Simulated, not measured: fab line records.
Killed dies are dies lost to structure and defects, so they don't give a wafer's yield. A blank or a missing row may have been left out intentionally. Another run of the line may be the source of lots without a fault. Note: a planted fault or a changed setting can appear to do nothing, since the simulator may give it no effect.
Matching of chambers    flow nand_harc    4 sister chambers for NHARC_A_BLC_ALD_23 on ald_metal-04
The step deposits TiN, target thk 3 nm, pulse time 1 s, ald cycles 150. 14 wafers are shown with their chamber, then 7 later ones without.

## WAFERS, EACH WITH ITS CHAMBER
wafer   chamber  heater_power_w (W)  precursor_pulse_height_rel
L083.1  1        1089                1.024
L083.4  0        1087                1.041
L083.5  2        1190                1.040
L086.2  1        1101                1.022
L086.3  0        1129                1.011
L086.4  2        1231                1.003
L089.1  2        1225                1.020
L089.4  0        1119                0.965
L089.6  1        1089                0.981
L091.4  3        1159                0.994
L091.5  2        1242                1.008
L091.6  3        1126                0.981
L093.2  1        1125                0.987
L093.4  3        1127                1.017

SIGNATURES (means of the wafers above)
reading                     chamber 0  chamber 1  chamber 2  chamber 3  scatter within a chamber
heater_power_w              1111.67    1101.00    1222.00    1137.33    20.1
precursor_pulse_height_rel  1.00567    1.00350    1.01775    0.99733    0.0244
Rule: a wafer's distance from a chamber is the root of the sum, over the readings, of the square of ((its reading less the chamber's mean) divided by the reading's scatter). The wafer belongs to the nearest chamber; if the next one is less than 2 further off, it can't be placed. How the scatter is found: for the shown wafers, subtract from each reading the mean of its chamber, square and add these, divide the total by (wafers less chambers), then take the root.

## WAFERS WITHOUT THEIR CHAMBER
wafer   heater_power_w (W)  precursor_pulse_height_rel
L093.6  1152                1.009
L093.1  1102                0.995
L093.3  1193                1.001
L093.5  1093                0.954
L095.1  1101                0.999
L095.2  1194                1.022
L095.6  1130                1.037

## WHICH CHAMBER EACH ONE RAN IN
wafer   from the rows above           in truth
L093.6  can't be placed: 3 or 0 or 1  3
L093.1  can't be placed: 1 or 0 or 3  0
L093.3  can't be placed: 2 or 3       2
L093.5  can't be placed: 1 or 0 or 3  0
L095.1  can't be placed: 1 or 0 or 3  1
L095.2  can't be placed: 2 or 3       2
L095.6  can't be placed: 0 or 3 or 1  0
Placed correctly: 0 of 7. Cannot be placed on the basis of these rows: 7; the candidates contain the true chamber in 7. Wrongly placed: 0.
